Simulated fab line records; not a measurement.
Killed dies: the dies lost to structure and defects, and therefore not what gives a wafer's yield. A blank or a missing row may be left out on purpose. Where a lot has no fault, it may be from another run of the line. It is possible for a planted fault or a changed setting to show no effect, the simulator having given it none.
Chamber matching ; flow nand harc ; 4 sister chambers for NHARC_A_STAIRCASE_TRIM_187 on rie diel-04
The step chemistry O2, time 211.2 s. 8 wafers are shown with their chamber, then 11 later ones without.

## WAFERS, EACH WITH ITS CHAMBER
wafer;chamber;drypump motor current A (A);showerhead plenum p Torr (Torr)
L086.2;3;5.4;3.33
L086.3;2;5.2;3.52
L088.1;0;6.0;3.54
L088.4;1;5.5;3.44
L090.1;3;5.4;3.32
L090.3;1;5.5;3.44
L090.6;0;6.0;3.54
L090.2;2;5.1;3.52

## WAFERS WHOSE CHAMBER IS MISSING
wafer;drypump motor current A (A);showerhead plenum p Torr (Torr)
L090.4;6.0;3.54
L090.5;5.4;3.32
L093.1;5.4;3.32
L093.3;5.5;3.43
L093.6;5.2;3.51
L095.2;5.2;3.51
L095.3;5.5;3.43
L095.4;5.4;3.32
L097.3;5.2;3.50
L097.4;5.5;3.43
L097.5;5.1;3.50

## THE CHAMBER EACH PASSED THROUGH
wafer;from the rows above;in truth
L090.4;0;0
L090.5;3;3
L093.1;3;3
L093.3;1;1
L093.6;2;2
L095.2;2;2
L095.3;1;1
L095.4;3;3
L097.3;2;2
L097.4;1;1
L097.5;2;2
Correct placement for 11 of the 11. From these rows, 0 cannot be placed. Placed wrongly: 0.
How it was worked out, from the rows above alone: a wafer's distance from a chamber is the root of the sum, over the readings, of the square of ((its reading less the chamber's mean) divided by the reading's scatter). If the next closest chamber is less than 2 further off than the closest, the wafer can't be placed; otherwise it belongs to the closest. The mean given for a chamber averages the wafers shown for that chamber. How the scatter is found: for the shown wafers, subtract from each reading the mean of its chamber, square and add these, divide the total by (wafers less chambers), then take the root.
